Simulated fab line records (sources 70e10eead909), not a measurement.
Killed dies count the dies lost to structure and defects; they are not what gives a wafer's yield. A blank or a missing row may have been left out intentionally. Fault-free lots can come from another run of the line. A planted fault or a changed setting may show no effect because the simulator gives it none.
fab line records	flow nand_harc
record: lots: 6	wafers: 18	last_day: 24
route steps=1159 shown A_ONON_D1@424 A_CHANNEL_HOLE_D1@450 END@1159
lots untouched by any fault: they come from a run of this same line in which no faults occurred
start_h: start of the lot's first displayed wafer, in hours after the record's first day	wait_h: hours elapsed since this lot's preceding step	" the same as in the row above	L1.1+2: several wafers, shown together as one row	- no value, or no start was given	* or withheld: withheld	< > ~ a bound
route shown NAME@n: a module of which the file shows steps, and the number in the route of the first	usual: mean/standard deviation taken from wafers without a fault	same: alike in all rows	chamber/n: place in a boat	sites: per-site readings	_std_site: how widely they spread, as a standard deviation	_edge_site: the outer-site mean with the inner-site mean subtracted	radius_mm: how far each site lies from the wafer's centre	mask NAME#n: copy n	behind: tool/chamber where the wafer was last shaped	hold: why the lot was held/for how many hours/how that ended	device: transistor that didn't switch, given as n, p or np	end of line: tests run on the same wafers once the route is complete	step lacking rows: just its recipe	killed: the dies lost at the first sort to structure and to defects; this is not the yield of the wafer	map: dies across one wafer; x = killed, . = not, _ = none there
set.NAME: setting as actually run; set.NAME@STEP: the setting as run at that earlier step	model.NAME: the simulator's own value behind a step, which no gauge read
certain route steps with their lots: each step a table, each wafer a row
services: a tool's chamber out of use, with start hour (start_h, from the record's first day; less than 0 if before it), hours out, and reason
== steps ==
step: NHARC_A_ONON_D1_DEP_00
recipe: target_thk_a: 10000	n2_flow_sccm: 2750	n2o_flow_sccm: 2000	nh3_flow_sccm: 500	sih4_flow_sccm: 210	temp_c: 400
step: NHARC_A_ONON_D1_THK_MEAS_02
recipe: thk_meas_gauge: ellipsometry
usual: thk_nm: 1001/8.6
lot.wafer	tool	chamber	start_h	wait_h	thk_nm
L448.2	film_metro-01	-	216.70	-	998
L448.3	"	-	"	"	999
L448.6	"	-	"	"	999
L451.1	film_metro-02	-	234.91	-	991
L451.3	"	-	"	"	993
L451.4	"	-	"	"	994
L454.3	film_metro-01	-	253.71	-	987
L454.4	"	-	"	"	988
L454.6	"	-	"	"	987
L455.1	film_metro-01	-	262.86	-	1013
L455.2	"	-	"	"	1013
L455.6	"	-	"	"	1013
L456.1	film_metro-02	-	262.87	-	1011
L456.2	"	-	"	"	1010
L456.5	"	-	"	"	1010
L461.1	film_metro-01	-	295.54	-	1011
L461.2	"	-	"	"	1012
L461.4	"	-	"	"	1011
step: NHARC_A_ONON_D1_DEP_03
recipe: target_thk_a: 10000	n2_flow_sccm: 2750	n2o_flow_sccm: 2000	nh3_flow_sccm: 500	sih4_flow_sccm: 210	temp_c: 400
step: NHARC_A_ONON_D1_THK_MEAS_05
recipe: thk_meas_gauge: ellipsometry
usual: thk_nm: 998/7.4
lot.wafer	tool	chamber	start_h	wait_h	thk_nm
L448.2	film_metro-01	-	217.27	-	1013
L448.3	"	-	"	"	1011
L448.6	"	-	"	"	1011
L451.1	film_metro-02	-	235.48	-	994
L451.3	"	-	"	"	993
L451.4	"	-	"	"	995
L454.3	film_metro-02	-	254.28	-	1010
L454.4	"	-	"	"	1009
L454.6	"	-	"	"	1009
L456.1	film_metro-02	-	263.44	-	983
L456.2	"	-	"	"	985
L456.5	"	-	"	"	986
L455.1	film_metro-01	-	263.44	-	997
L455.2	"	-	"	"	995
L455.6	"	-	"	"	999
L461.1	film_metro-01	-	296.11	-	1001
L461.2	"	-	"	"	1001
L461.4	"	-	"	"	1000
step: NHARC_A_ONON_D1_DEP_06
recipe: target_thk_a: 10000	n2_flow_sccm: 2750	n2o_flow_sccm: 2000	nh3_flow_sccm: 500	sih4_flow_sccm: 210	temp_c: 400
step: NHARC_A_ONON_D1_THK_MEAS_08
recipe: thk_meas_gauge: ellipsometry
usual: thk_nm: 994/9.8
lot.wafer	tool	chamber	start_h	wait_h	thk_nm
L448.2	film_metro-01	-	217.83	-	997
L448.3	"	-	"	"	998
L448.6	"	-	"	"	999
L451.1	film_metro-02	-	236.04	-	992
L451.3	"	-	"	"	990
L451.4	"	-	"	"	990
L454.3	film_metro-01	-	254.85	-	1000
L454.4	"	-	"	"	1000
L454.6	"	-	"	"	1002
L456.1	film_metro-01	-	264.00	-	1014
L456.2	"	-	"	"	1011
L456.5	"	-	"	"	1013
L455.1	film_metro-02	-	264.01	-	1000
L455.2	"	-	"	"	1003
L455.6	"	-	"	"	1004
L461.1	film_metro-01	-	296.68	-	987
L461.2	"	-	"	"	988
L461.4	"	-	"	"	987
step: NHARC_A_ONON_D1_DEP_09
recipe: target_thk_a: 10000	n2_flow_sccm: 2750	n2o_flow_sccm: 2000	nh3_flow_sccm: 500	sih4_flow_sccm: 210	temp_c: 400
step: NHARC_A_ONON_D1_THK_MEAS_11
recipe: thk_meas_gauge: ellipsometry
usual: thk_nm: 1000/7.6
lot.wafer	tool	chamber	start_h	wait_h	thk_nm
L448.2	film_metro-02	-	218.40	-	991
L448.3	"	-	"	"	992
L448.6	"	-	"	"	991
L451.1	film_metro-01	-	236.61	-	1007
L451.3	"	-	"	"	1006
L451.4	"	-	"	"	1007
L454.3	film_metro-02	-	255.41	-	1006
L454.4	"	-	"	"	1009
L454.6	"	-	"	"	1007
L456.1	film_metro-02	-	264.57	-	995
L456.2	"	-	"	"	994
L456.5	"	-	"	"	995
L455.1	film_metro-01	-	264.58	-	999
L455.2	"	-	"	"	1000
L455.6	"	-	"	"	1001
L461.1	film_metro-01	-	297.37	-	1005
L461.2	"	-	"	"	1001
L461.4	"	-	"	"	1002
step: NHARC_A_ONON_D1_DEP_12
recipe: target_thk_a: 10000	n2_flow_sccm: 2750	n2o_flow_sccm: 2000	nh3_flow_sccm: 500	sih4_flow_sccm: 210	temp_c: 400
step: NHARC_A_ONON_D1_THK_MEAS_14
recipe: thk_meas_gauge: ellipsometry
usual: thk_nm: 1001/11
lot.wafer	tool	chamber	start_h	wait_h	thk_nm
L448.2	film_metro-01	-	218.99	-	989
L448.3	"	-	"	"	989
L448.6	"	-	"	"	991
L451.1	film_metro-01	-	237.18	-	998
L451.3	"	-	"	"	997
L451.4	"	-	"	"	998
L454.3	film_metro-01	-	255.98	-	1011
L454.4	"	-	"	"	1012
L454.6	"	-	"	"	1013
L456.1	film_metro-02	-	265.14	-	1017
L456.2	"	-	"	"	1014
L456.5	"	-	"	"	1016
L455.1	film_metro-01	-	265.15	-	992
L455.2	"	-	"	"	992
L455.6	"	-	"	"	993
L461.1	film_metro-01	-	297.94	-	1004
L461.2	"	-	"	"	1002
L461.4	"	-	"	"	1004
step: NHARC_A_ONON_D1_ANNEAL_15
recipe: temp_c: 750	time_s: 3600
step: NHARC_A_ONON_D1_DEP_16
recipe: target_thk_a: 10000	n2_flow_sccm: 2750	n2o_flow_sccm: 2000	nh3_flow_sccm: 500	sih4_flow_sccm: 210	temp_c: 400
lot.wafer	tool	chamber	start_h	wait_h
L448.2+3+6	pecvd_onon-02	0	228.79	0.1
L451.1+3+4	pecvd_onon-02	0	243.75	0.1
L454.3+4+6	pecvd_onon-04	0	266.23	0.2
L455.1+2+6	pecvd_onon-03	0	273.82	0.1
L456.1+2+5	pecvd_onon-04	0	273.82	0.1
L461.1+2+4	pecvd_onon-02	0	305.82	0.1
step: NHARC_A_ONON_D1_THK_MEAS_18
recipe: thk_meas_gauge: ellipsometry
usual: thk_nm: 998/9.2
lot.wafer	tool	chamber	start_h	wait_h	thk_nm
L448.2	film_metro-02	-	229.24	-	1002
L448.3	"	-	"	"	1002
L448.6	"	-	"	"	1004
L451.1	film_metro-02	-	244.26	-	1012
L451.3	"	-	"	"	1014
L451.4	"	-	"	"	1013
L454.3	film_metro-02	-	266.63	-	987
L454.4	"	-	"	"	985
L454.6	"	-	"	"	988
L455.1	film_metro-01	-	274.33	-	1007
L455.2	"	-	"	"	1005
L455.6	"	-	"	"	1005
L456.1	film_metro-02	-	274.33	-	999
L456.2	"	-	"	"	1000
L456.5	"	-	"	"	1000
L461.1	film_metro-02	-	306.32	-	1013
L461.2	"	-	"	"	1016
L461.4	"	-	"	"	1012
step: NHARC_A_ONON_D1_DEP_19
recipe: target_thk_a: 10000	n2_flow_sccm: 2750	n2o_flow_sccm: 2000	nh3_flow_sccm: 500	sih4_flow_sccm: 210	temp_c: 400
step: NHARC_A_ONON_D1_THK_MEAS_21
recipe: thk_meas_gauge: ellipsometry
usual: thk_nm: 1001/10
lot.wafer	tool	chamber	start_h	wait_h	thk_nm
L448.2	film_metro-02	-	229.81	-	997
L448.3	"	-	"	"	997
L448.6	"	-	"	"	997
L451.1	film_metro-01	-	244.83	-	996
L451.3	"	-	"	"	996
L451.4	"	-	"	"	997
L454.3	film_metro-02	-	267.21	-	998
L454.4	"	-	"	"	996
L454.6	"	-	"	"	998
L455.1	film_metro-01	-	274.89	-	1012
L455.2	"	-	"	"	1011
L455.6	"	-	"	"	1012
L456.1	film_metro-02	-	274.90	-	1009
L456.2	"	-	"	"	1009
L456.5	"	-	"	"	1008
L461.1	film_metro-02	-	306.89	-	1006
L461.2	"	-	"	"	1008
L461.4	"	-	"	"	1006
step: NHARC_A_ONON_D1_DEP_22
recipe: target_thk_a: 10000	n2_flow_sccm: 2750	n2o_flow_sccm: 2000	nh3_flow_sccm: 500	sih4_flow_sccm: 210	temp_c: 400
step: NHARC_A_ONON_D1_THK_MEAS_24
recipe: thk_meas_gauge: ellipsometry
usual: thk_nm: 1002/9
lot.wafer	tool	chamber	start_h	wait_h	thk_nm
L448.2	film_metro-01	-	230.38	-	1005
L448.3	"	-	"	"	1007
L448.6	"	-	"	"	1007
L451.1	film_metro-02	-	245.39	-	996
L451.3	"	-	"	"	997
L451.4	"	-	"	"	996
L454.3	film_metro-02	-	267.77	-	998
L454.4	"	-	"	"	998
L454.6	"	-	"	"	995
L455.1	film_metro-02	-	275.46	-	996
L455.2	"	-	"	"	994
L455.6	"	-	"	"	996
L456.1	film_metro-02	-	275.47	-	1004
L456.2	"	-	"	"	1006
L456.5	"	-	"	"	1003
L461.1	film_metro-02	-	307.48	-	985
L461.2	"	-	"	"	986
L461.4	"	-	"	"	986
step: NHARC_A_ONON_D1_DEP_25
recipe: target_thk_a: 10000	n2_flow_sccm: 2750	n2o_flow_sccm: 2000	nh3_flow_sccm: 500	sih4_flow_sccm: 210	temp_c: 400
step: NHARC_A_ONON_D1_THK_MEAS_27
recipe: thk_meas_gauge: ellipsometry
usual: thk_nm: 1000/10
lot.wafer	tool	chamber	start_h	wait_h	thk_nm
L448.2	film_metro-02	-	230.95	-	1011
L448.3	"	-	"	"	1011
L448.6	"	-	"	"	1011
L451.1	film_metro-02	-	245.96	-	1008
L451.3	"	-	"	"	1008
L451.4	"	-	"	"	1008
L454.3	film_metro-02	-	268.34	-	1004
L454.4	"	-	"	"	1005
L454.6	"	-	"	"	1006
L455.1	film_metro-02	-	276.02	-	985
L455.2	"	-	"	"	987
L455.6	"	-	"	"	985
L456.1	film_metro-01	-	276.03	-	991
L456.2	"	-	"	"	989
L456.5	"	-	"	"	989
L461.1	film_metro-02	-	308.08	-	992
L461.2	"	-	"	"	992
L461.4	"	-	"	"	992
step: NHARC_A_ONON_D1_DEP_28
recipe: target_thk_a: 10000	n2_flow_sccm: 2750	n2o_flow_sccm: 2000	nh3_flow_sccm: 500	sih4_flow_sccm: 210	temp_c: 400
step: NHARC_A_ONON_D1_THK_MEAS_30
recipe: thk_meas_gauge: ellipsometry
usual: thk_nm: 999/10
lot.wafer	tool	chamber	start_h	wait_h	thk_nm
L448.2	film_metro-02	-	231.52	-	1009
L448.3	"	-	"	"	1009
L448.6	"	-	"	"	1009
L451.1	film_metro-02	-	246.52	-	997
L451.3	"	-	"	"	998
L451.4	"	-	"	"	998
L454.3	film_metro-01	-	268.93	-	998
L454.4	"	-	"	"	998
L454.6	"	-	"	"	999
L455.1	film_metro-01	-	276.59	-	991
L455.2	"	-	"	"	993
L455.6	"	-	"	"	991
L456.1	film_metro-01	-	276.60	-	987
L456.2	"	-	"	"	989
L456.5	"	-	"	"	988
L461.1	film_metro-02	-	308.64	-	990
L461.2	"	-	"	"	993
L461.4	"	-	"	"	992
step: NHARC_A_ONON_D1_DEP_33
recipe: target_thk_a: 2000	temp_c: 400	pressure_torr: 6.5	rf_w: 900	teos_flow_sccm: 161.4	flow_sccm: 2650	target_thk_nm: 200	gas: O2	material: SiO2
usual: heater_power_w: 519/70	rf_fwd_power_W: 898.2/2.7	throttle_valve_pct: 16.0/0.57
lot.wafer	tool	chamber	start_h	wait_h	heater_power_w	rf_fwd_power_W	throttle_valve_pct
L448.2	pecvd-02	0	231.57	0.1	457	898.0	16.0
L448.3	"	2	"	"	500	899.6	16.0
L448.6	"	0	"	"	476	897.4	15.8
L451.3	pecvd-04	2	246.87	0.3	410	902.0	16.9
L451.1	"	0	"	"	512	900.5	15.5
L451.4	"	2	"	"	421	903.8	17.0
L454.3	pecvd-04	1	268.98	0.1	457	901.9	16.1
L454.6	"	1	"	"	465	902.0	16.0
L454.4	"	0	"	"	459	897.8	15.9
L455.2	pecvd-01	2	276.81	0.2	563	899.3	15.1
L455.1	"	1	"	"	559	897.5	16.2
L455.6	"	2	"	"	566	896.3	15.4
L456.2	pecvd-04	2	276.95	0.4	538	897.0	17.0
L456.1	"	1	"	"	561	900.2	16.2
L456.5	"	1	"	"	568	902.8	16.1
L461.2	pecvd-02	1	308.69	0.1	466	898.0	16.4
L461.1	"	0	"	"	448	898.0	16.3
L461.4	"	1	"	"	484	899.8	16.4
step: NHARC_A_ONON_D1_THK_MEAS_34
recipe: thk_meas_gauge: ellipsometry
usual: thk_nm: 201.0/3
lot.wafer	tool	chamber	start_h	wait_h	thk_nm
L448.2	film_metro-02	-	231.99	-	197.6
L448.3	"	-	"	"	199.3
L448.6	"	-	"	"	200.4
L451.1	film_metro-02	-	247.24	-	202.1
L451.3	"	-	"	"	199.6
L451.4	"	-	"	"	203.2
L454.3	film_metro-02	-	269.40	-	200.1
L454.4	"	-	"	"	205.6
L454.6	"	-	"	"	200.1
L455.1	film_metro-02	-	277.22	-	197.1
L455.2	"	-	"	"	200.6
L455.6	"	-	"	"	203.4
L456.1	film_metro-01	-	277.37	-	196.5
L456.2	"	-	"	"	197.1
L456.5	"	-	"	"	201.0
L461.1	film_metro-02	-	309.11	-	200.0
L461.2	"	-	"	"	195.9
L461.4	"	-	"	"	202.8
step: NHARC_A_CHANNEL_HOLE_D1_DEP_00
recipe: target_thk_a: 31000	temp_c: 400	material: aC
usual: throttle_valve_pct: 34.999/0.0083
lot.wafer	tool	chamber	start_h	wait_h	throttle_valve_pct
L448.2	acl_dep-02	0	235.18	3.1	34.997
L448.3	"	0	"	"	35.004
L448.6	"	0	"	"	34.995
L451.1	acl_dep-03	0	247.39	0.1	34.999
L451.3	"	0	"	"	34.995
L451.4	"	0	"	"	35.000
L454.3	acl_dep-01	0	270.16	0.7	34.995
L454.4	"	0	"	"	34.992
L454.6	"	0	"	"	35.004
L455.1	acl_dep-02	0	279.08	1.8	35.015
L455.2	"	0	"	"	35.005
L455.6	"	0	280.64	3.4	34.985
L456.1	acl_dep-03	0	280.09	2.6	35.010
L456.2	"	0	"	"	35.005
L456.5	"	0	"	"	35.000
L461.1	acl_dep-01	0	310.22	1.0	35.003
L461.2	"	0	"	"	34.991
L461.4	"	0	"	"	35.001
step: NHARC_A_CHANNEL_HOLE_D1_DEP_01
recipe: target_thk_a: 1400	target_thk_nm: 140	temp_c: 400	pressure_torr: 3.5	flow_sccm: 200	rf_w: 350	material: SiON
usual: heater_power_w: 753/89	rf_fwd_power_W: 348.6/1.2
lot.wafer	tool	chamber	start_h	wait_h	heater_power_w	rf_fwd_power_W
L448.3	pecvd-01	0	236.75	0.9	814	348.5
L448.2	"	1	"	"	792	347.6
L448.6	"	2	"	"	775	346.9
L451.3	pecvd-02	2	249.34	1.0	631	347.9
L451.1	"	0	"	"	741	349.0
L451.4	"	2	"	"	655	347.0
L454.3	pecvd-02	1	271.46	1.0	719	348.5
L454.6	"	0	"	"	687	348.4
L454.4	"	2	"	"	600	349.5
L455.1	pecvd-02	1	280.98	1.6	704	347.9
L455.2	"	0	"	"	696	349.5
L455.6	"	2	"	"	704	346.5
L456.2	pecvd-01	0	282.00	1.3	780	347.7
L456.1	"	1	"	"	783	348.9
L456.5	"	1	"	"	788	347.8
L461.1	pecvd-02	1	312.19	1.6	637	349.7
L461.2	"	2	"	"	660	349.6
L461.4	"	1	"	"	648	350.1
step: NHARC_A_CHANNEL_HOLE_D1_DEHYDRATE_02
recipe: temp_c: 150	time_s: 120
step: NHARC_A_CHANNEL_HOLE_D1_HMDS_03
recipe: time_s: 30
step: NHARC_A_CHANNEL_HOLE_D1_COAT_36
recipe: temp_c: 260	time_s: 75
step: NHARC_A_CHANNEL_HOLE_D1_COAT_37
recipe: temp_c: 225	time_s: 65
step: NHARC_A_CHANNEL_HOLE_D1_COAT_04
recipe: spin_rpm: 1500	resist_thk_nm: 90
step: NHARC_A_CHANNEL_HOLE_D1_SOFTBAKE_05
recipe: temp_c: 105	time_s: 55
step: NHARC_A_CHANNEL_HOLE_D1_EBR_06
step: NHARC_A_CHANNEL_HOLE_D1_EXPOSE_07
recipe: na: 1.35	target_cd_nm: 100	sigma_outer: 0.3	dose_mj: 59.65	mask_id: HOLE_D1
step: NHARC_A_CHANNEL_HOLE_D1_PEB_08
recipe: peb_temp_c: 100	peb_time_s: 65
step: NHARC_A_CHANNEL_HOLE_D1_DEVELOP_09
recipe: develop_time_s: 35	dev_temp_c: 23
step: NHARC_A_CHANNEL_HOLE_D1_CD_MEAS_10
recipe: target_cd_nm: 100	landing_energy_ev: 500
usual: cd_nm: 100.0/0.53
lot.wafer	tool	chamber	start_h	wait_h	cd_nm
L448.2	cd_sem-03	0	237.48	-	99.9
L448.3	"	0	"	"	100.3
L448.6	"	0	"	"	99.2
L451.1	cd_sem-03	0	250.03	-	100.7
L451.3	"	0	"	"	99.5
L451.4	"	0	"	"	99.9
L454.3	cd_sem-03	0	272.31	-	99.6
L454.4	"	0	"	"	100.0
L454.6	"	0	"	"	100.7
L455.1	cd_sem-02	0	281.69	-	100.7
L455.2	"	0	"	"	99.3
L455.6	"	0	"	"	100.3
L456.1	cd_sem-03	0	282.73	-	100.0
L456.2	"	0	"	"	100.0
L456.5	"	0	"	"	100.5
L461.1	cd_sem-01	0	312.91	-	99.9
L461.2	"	0	"	"	100.5
L461.4	"	0	"	"	100.9
step: NHARC_A_CHANNEL_HOLE_D1_OVL_MEAS_11
usual: overlay_x_nm: 0.1/0.89	overlay_y_nm: 0.2/0.83
lot.wafer	tool	chamber	start_h	wait_h	overlay_x_nm	overlay_y_nm
L448.2	overlay-01	-	237.58	-	2.0	1.0
L448.3	"	-	"	"	1.4	1.0
L448.6	"	-	"	"	1.6	1.0
L451.1	overlay-01	-	250.12	-	-0.4	1.3
L451.3	"	-	"	"	0.6	1.8
L451.4	"	-	"	"	0.1	1.1
L454.3	overlay-01	-	272.39	-	0.4	2.8
L454.4	"	-	"	"	0.6	2.4
L454.6	"	-	"	"	0.1	2.6
L455.1	overlay-01	-	281.78	-	-0.7	-0.5
L455.2	"	-	"	"	-0.4	-1.2
L455.6	"	-	"	"	-0.9	-0.9
L456.1	overlay-01	-	282.82	-	0.0	-0.4
L456.2	"	-	"	"	0.2	-0.7
L456.5	"	-	"	"	0.0	-0.8
L461.1	overlay-02	-	312.99	-	-0.7	-0.3
L461.2	"	-	"	"	-0.7	-0.2
L461.4	"	-	"	"	-0.8	0.0
step: NHARC_A_CHANNEL_HOLE_D1_DESCUM_15
recipe: time_s: 3	o2_flow_sccm: 200	ar_flow_sccm: 0	bias_power_w: 0	chemistry: O2
usual: drypump_motor_current_A: 5.8/0.47	o2_flow_sccm: 200.0/0.6	oes_product_au: 1.002/0.013	rf_vpp_V: 57.7/0.79	showerhead_plenum_p_Torr: 1.90/0.07	throttle_valve_pct: 11.312/0.0088
same: time_s: 3
lot.wafer	tool	chamber	start_h	wait_h	drypump_motor_current_A	o2_flow_sccm	oes_product_au	rf_hours_counter_h	rf_vpp_V	showerhead_plenum_p_Torr	throttle_valve_pct
L448.3	rie_diel-10	1	237.70	0.1	5.1	199.8	1.019	6	57.2	2.04	11.310
L448.2	"	2	"	"	5.8	200.1	0.985	5	58.4	1.93	11.302
L448.6	"	3	"	"	6.3	200.3	1.001	-	58.6	1.91	11.316
L451.4	rie_diel-01	2	250.23	0.1	6.6	199.4	0.990	5	56.9	1.92	11.311
L451.3	"	3	"	"	5.6	200.1	1.011	6	57.8	1.86	11.319
L451.1	"	0	"	"	5.2	199.8	1.022	6	58.2	1.95	11.300
L454.3	rie_diel-01	1	272.49	0.1	5.5	200.0	0.993	7	57.2	1.83	11.307
L454.4	"	2	"	"	6.6	201.0	0.985	7	57.9	1.92	11.307
L454.6	"	2	"	"	6.6	200.5	0.989	-	58.0	1.92	11.311
L455.1	rie_diel-01	3	281.88	0.1	5.6	198.9	1.006	9	57.6	1.86	11.313
L455.2	"	1	"	"	5.6	200.4	0.990	8	57.9	1.83	11.314
L455.6	"	3	"	"	5.5	199.6	0.990	-	57.3	1.86	11.316
L456.2	rie_diel-01	0	282.92	0.1	5.2	200.0	1.025	9	58.0	1.95	11.309
L456.1	"	1	"	"	5.5	199.4	0.988	9	58.0	1.83	11.314
L456.5	"	1	"	"	5.6	199.4	0.978	-	57.8	1.83	11.302
L461.1	rie_diel-01	1	313.09	0.1	5.6	200.0	0.979	13	57.4	1.83	11.325
L461.2	"	2	"	"	6.6	199.3	0.992	12	58.5	1.91	11.303
L461.4	"	0	"	"	5.2	199.8	1.017	12	59.2	1.95	11.311
step: NHARC_END_SORT_01
recipe: temp_c: 25
usual: killed_at_array: 26/11	killed_at_other: 0.6/1	killed_at_periphery: 3.1/2.1	killed_dies: 30/11	killed_open: 3.4/1.8	killed_short: 2.1/1.5
same: gross_dies: 677
lot.wafer	tool	chamber	start_h	wait_h	killed_at_array	killed_at_other	killed_at_periphery	killed_dies	killed_open	killed_short
L448.2	prober-02	0	503.18	2.8	108	0	0	108	1	3
L448.3	prober-02	0	503.97	3.1	117	1	4	122	4	6
L448.6	prober-02	0	506.34	4.0	114	1	4	119	0	3
L451.1	prober-01	0	510.07	2.5	125	0	1	126	2	0
L451.3	prober-01	0	511.67	3.1	118	0	3	121	4	2
L451.4	prober-01	0	512.48	3.4	132	0	2	134	3	3
killed by level:class
L448.2 A_ONON_D1:unspecified=93 A_CHANNEL_HOLE_D1:chamber_film_flake=11 A_CHANNEL_FILL_D1:geometric_particle:open=1 A_CHANNEL_FILL_D1:geometric_particle:short=1 A_CONTACT:geometric_particle:short=1 A_M0:geometric_particle:short=1
L448.3 A_ONON_D1:unspecified=92 A_CHANNEL_HOLE_D1:chamber_film_flake=15 A_CONTACT:geometric_particle:open=2 A_CONTACT:chamber_film_flake=2 P_M1:geometric_particle:open=1 P_M2:geometric_particle:short=1 A_SOURCE_PLATE:geometric_particle:short=1 A_CHANNEL_FILL_D1:geometric_particle:short=1
L448.6 A_ONON_D1:unspecified=89 A_CHANNEL_HOLE_D1:chamber_film_flake=16 A_CONTACT:chamber_film_flake=6 A_ONON_D1:geometric_particle:short=2 P_ZERO_WELL:chamber_film_flake=2 A_SOURCE_PLATE:geometric_particle:short=1 P_GATE:chamber_film_flake=1 P_CONTACT:chamber_film_flake=1
L451.1 A_ONON_D1:unspecified=86 A_SLIT:chamber_film_flake=18 A_CHANNEL_HOLE_D1:chamber_film_flake=10 A_CHANNEL_FILL_D1:chamber_film_flake=4 A_M1:chamber_film_flake=2 P_STI:geometric_particle:open=1 A_CHANNEL_FILL_D1:geometric_particle:open=1 A_ZERO_WELL:chamber_film_flake=1
L451.3 A_ONON_D1:unspecified=84 A_CHANNEL_HOLE_D1:chamber_film_flake=16 A_SLIT:chamber_film_flake=4 A_ZERO_WELL:chamber_film_flake=3 A_CHANNEL_FILL_D1:chamber_film_flake=2 A_STAIRCASE:chamber_film_flake=2 A_M1:chamber_film_flake=2 P_M0:geometric_particle:open=1
L451.4 A_ONON_D1:unspecified=91 A_SLIT:chamber_film_flake=15 A_CHANNEL_HOLE_D1:chamber_film_flake=12 P_M1:geometric_particle:short=2 A_ONON_D1:geometric_particle:open=2 A_ZERO_WELL:chamber_film_flake=2 A_CHANNEL_FILL_D1:chamber_film_flake=2 A_STAIRCASE:chamber_film_flake=2
map L448.3 (x killed, . not)
____________.____________
_________......._________
_______.x........._______
______.............______
_____.............x._____
____.................____
____.................____
___...x...............___
___...................___
__.....................__
__.....................__
_...........x..........._
_......................._
_................x......_
_.......x.x............._
_......................._
.....x...................
......x..................
....x.xxx................
...x..xxxxx..............
....xxxxxxx...........xx.
_.xxxxxxxxxx............_
_...xxxxxxx.......x....._
_..xxxxxxxxx............_
_..xxxxxxxx............._
_..xxxxxxxxx....x......._
__.xxxxxxxxx..x.....x.x__
__..xxxxxx.x.......x...__
___.xxxxxxx....x.x....___
___..xxxxx...x.x.x.x..___
____..x........xx.x..____
____....x.......x.x..____
_____...........x.x._____
______.............______
_______.......x..._______
_________....x.._________
____________.____________
map L451.4 (x killed, . not)
____________.____________
_________......._________
_______..........._______
______.............______
_____..........x..xx_____
____.............xxxx____
____.............xxx.____
___..............xx...___
___...............x...___
__........x........x...__
__.................x.x.__
_......................._
_......................._
_.......x..............._
_......................._
_......................._
.............x...........
.......x.................
.....xxxx...x............
.....xxxxx...............
...xxxxxxxx.x.x..........
_..xxxxxxxx.x..........x_
_..xxxxxxxx.xxx........._
_.xxxxxxxxxxxx.x..x....._
_x.xxxxxxxxx...........x_
_..xxxxxxxxxx..........._
__.xxxxxxxx.x..........__
__.xxxxxxxxx.x.......x.__
___.xxxxx.x.......x...___
___.xx.xxxx.......x...___
____.xxx.............____
____............x....____
_____..............._____
______.............______
_______..........._______
_________......._________
____________.____________
== services ==
tool	chamber	start_h	hours	kind
rie_diel-01	0	220.56	-	clean
rie_diel-01	1	220.56	-	clean
rie_diel-01	2	220.56	-	clean
rie_diel-01	3	220.56	-	clean
acl_dep-03	-	224.65	13.0	pm
pecvd_onon-04	-	237.00	13.0	pm
pecvd-01	-	237.47	13.0	pm
rie_diel-01	0	245.06	-	clean
rie_diel-01	1	245.06	-	clean
rie_diel-01	2	245.06	-	clean
rie_diel-01	3	245.06	-	clean
rie_diel-01	0	269.56	-	clean
rie_diel-01	1	269.56	-	clean
rie_diel-01	2	269.56	-	clean
rie_diel-01	3	269.56	-	clean
rie_diel-10	3	274.73	2.4	repair
pecvd_onon-02	-	292.09	13.0	pm
rie_diel-01	0	294.06	-	clean
rie_diel-01	1	294.06	-	clean
rie_diel-01	2	294.06	-	clean
rie_diel-01	3	294.06	-	clean
acl_dep-01	-	294.47	13.0	pm
rie_diel-01	0	304.14	4.4	repair
rie_diel-10	1	308.08	15.5	repair
== key ==
first_sign: step: NHARC_END_SORT_01	reading: killed_at_array	direction: up	sigmas: 8.4	usual: 26	struck: 119
effect: step: NHARC_END_SORT_01	reading: killed_dies	direction: up	sigmas: 8.3	usual: 30	struck: 122
more_kills_born_at: NHARC_A_ONON_D1_DEP_16@pecvd_onon-02: 535
met_at NHARC_A_ONON_D1_DEP_16
struck_wafers L448.2,L448.3,L448.6,L451.1,L451.3,L451.4
tester_left_out L448,L451
fault: kind: chamber_particle_source	tool: pecvd_onon-02	chamber: -	onset_h: 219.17	steps: NHARC_A_ONON_D1_DEP_16	rate_per_visit_cm2: 1.0901	end_h: 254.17
tester_left_out: of these lots the tester's yield and bins aren't shown, on N5 and GAA mostly nor the transistor test; their killed dies are dies lost to structure and defects alone, not to doping, threshold or leakage, so they don't give the yield
